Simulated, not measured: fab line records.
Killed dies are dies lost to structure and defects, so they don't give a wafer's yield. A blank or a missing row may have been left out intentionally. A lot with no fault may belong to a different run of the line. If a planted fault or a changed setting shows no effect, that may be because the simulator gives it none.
One fault through the eyes of 3 desks ; flow n5Finfet ; each desk holds nothing but its own numbers, with what lay behind them at the end

## THE DEFECT DESK
What the inspections along the route counted, lot by lot: means of the sampled wafers that have a number. A lot is out of limits, marked OUT, if its mean lies more than 4 standard deviations from the usual mean; the brackets give that distance.
Columns: A = rawDefectCount at N5_BEOL_M7_INSPECT_30, usual 398
lot;first seen here;A
L439;day 9 14:23;535
L441;day 9 23:56;460
L453;day 13 18:20;317
L456;day 14 22:02;425
L457;day 15 01:35;621
This desk found nothing out of limits on any of the 5 lots.

## THE METROLOGY DESK
Means of the sampled wafers that have a number, per lot and without regard to the tool the lot ran on: this is what the gauges read. A lot is out of limits, marked OUT, if its mean lies more than 4 standard deviations from the usual mean; the brackets give that distance.
Columns: A = cdNm at N5_BEOL_M7_CD_MEAS_28, usual 39.96 nm; B = V6_OVL at N5_BEOL_M7_OVL_MEAS_29, usual -0.6 nm
lot;first seen here;A;B
L439;day 9 14:17;40.13;-1.2
L441;day 9 23:52;39.95;0.5
L453;day 13 18:14;39.77;-0.5
L456;day 14 21:56;40.11;0.1
L457;day 15 01:29;39.98;-0.9
This desk found nothing out of limits on any of the 5 lots.

## TOOL OWNER'S DESK, rieDiel-04
The tool's own readings at N5_BEOL_M7_VIA_ETCH_34 (etches SiCOH lowk in C4F6/O2, target depth 125.5 nm, time 50.5 s): means of the sampled wafers that have a number, for each lot that ran on this tool. A lot is out of limits, marked OUT, if its mean lies more than 4 standard deviations from the usual mean; the brackets give that distance.
Columns: A = biasW at N5_BEOL_M7_VIA_ETCH_34, usual 185.0 W; B = drypumpMotorCurrentA at N5_BEOL_M7_VIA_ETCH_34, usual 5.5 A; C = oesProductAu at N5_BEOL_M7_VIA_ETCH_34, usual 0.80 a.u.; D = rfVppV at N5_BEOL_M7_VIA_ETCH_34, usual 670 V; E = runLengthS at N5_BEOL_M7_VIA_ETCH_34, usual 73.9 s; F = showerheadPlenumPTorr at N5_BEOL_M7_VIA_ETCH_34, usual 2.88 Torr; G = throttleValvePct at N5_BEOL_M7_VIA_ETCH_34, usual 21.05 %
lot;first seen here;A;B;C;D;E;F;G
L439;day 9 14:54;184.9;5.4;0.71;683;74.0;2.90;20.88
L453;day 13 18:32;185.9;5.3;0.84;682;73.1;2.88;20.93
This desk found nothing out of limits on any of the 2 lots.

## ALL TOGETHER
Nothing out of limits was seen by the defect desk.
From the metrology desk's view, nothing was out of limits.
The tool owner's desk saw nothing out of limits.

## WHAT THE SIMULATOR PUT IN
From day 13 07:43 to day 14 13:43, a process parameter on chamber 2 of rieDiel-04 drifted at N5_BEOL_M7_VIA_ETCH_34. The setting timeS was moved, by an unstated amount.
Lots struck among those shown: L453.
